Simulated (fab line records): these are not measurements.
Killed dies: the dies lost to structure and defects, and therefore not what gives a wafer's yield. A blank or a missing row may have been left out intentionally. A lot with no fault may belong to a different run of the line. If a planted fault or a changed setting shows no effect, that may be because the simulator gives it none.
2 desks looking at one fault    flow nandHarc    what lay behind the numbers comes last; until then each desk has only its own

## THE TOOL OWNER'S DESK: pvdSputter-02
The tool's own readings at NHARC_P_BONDPAD_PVD_27 (deposits Cu, target thk 30 nm, time 20.49 s): means of the sampled wafers that have a number, for each lot that ran on this tool. A lot is out of limits, marked OUT, if its mean lies more than 4 standard deviations from the usual mean; the brackets give that distance.
Columns: A = cathodeDcPowerW at NHARC_P_BONDPAD_PVD_27, usual 4999.9 W; B = substrateTempC at NHARC_P_BONDPAD_PVD_27, usual 30.01 C; C = throttleValvePct at NHARC_P_BONDPAD_PVD_27, usual 30.1 %
lot   first seen here  A       B      C
L349  day 6 19:47      4999.7  30.00  29.6
L352  day 7 09:52      4999.5  29.98  29.8
L350  day 7 10:28      4999.5  30.00  29.5
L354  day 7 18:50      5000.1  29.77  29.6
L353  day 7 20:02      5000.6  30.04  30.1
L355  day 8 08:35      4999.9  29.92  30.1
L368  day 11 10:39     4999.3  29.93  29.9
This desk found nothing out of limits on any of the 7 lots.

## THE METROLOGY DESK
Lot by lot, what the gauges showed, no matter which tool ran the lot: averages of those sampled wafers that carry a number. A lot is out of limits, marked OUT, if its mean lies more than 4 standard deviations from the usual mean; the brackets give that distance.
Columns: A = thkNm at NHARC_A_BONDPAD_THK_MEAS_30, usual 200.1 nm
lot   first seen here  A
L349  day 18 02:20     201.0
L350  day 18 08:14     202.2
L352  day 18 11:58     198.6
L353  day 19 16:47     200.8
L354  day 19 17:01     199.2
L355  day 20 00:47     201.1
L358  day 20 04:21     198.4
L364  day 22 08:20     199.3
L366  day 22 08:26     199.8
L368  day 22 09:45     201.9
L369  day 23 13:13     200.3
L371  day 24 01:01     199.6
This desk found nothing out of limits on any of the 12 lots.

## TAKEN TOGETHER
The desk of the tool owner found nothing out of limits.
From the metrology desk's view, nothing was out of limits.

## WHAT WAS PUT IN BY THE SIMULATOR
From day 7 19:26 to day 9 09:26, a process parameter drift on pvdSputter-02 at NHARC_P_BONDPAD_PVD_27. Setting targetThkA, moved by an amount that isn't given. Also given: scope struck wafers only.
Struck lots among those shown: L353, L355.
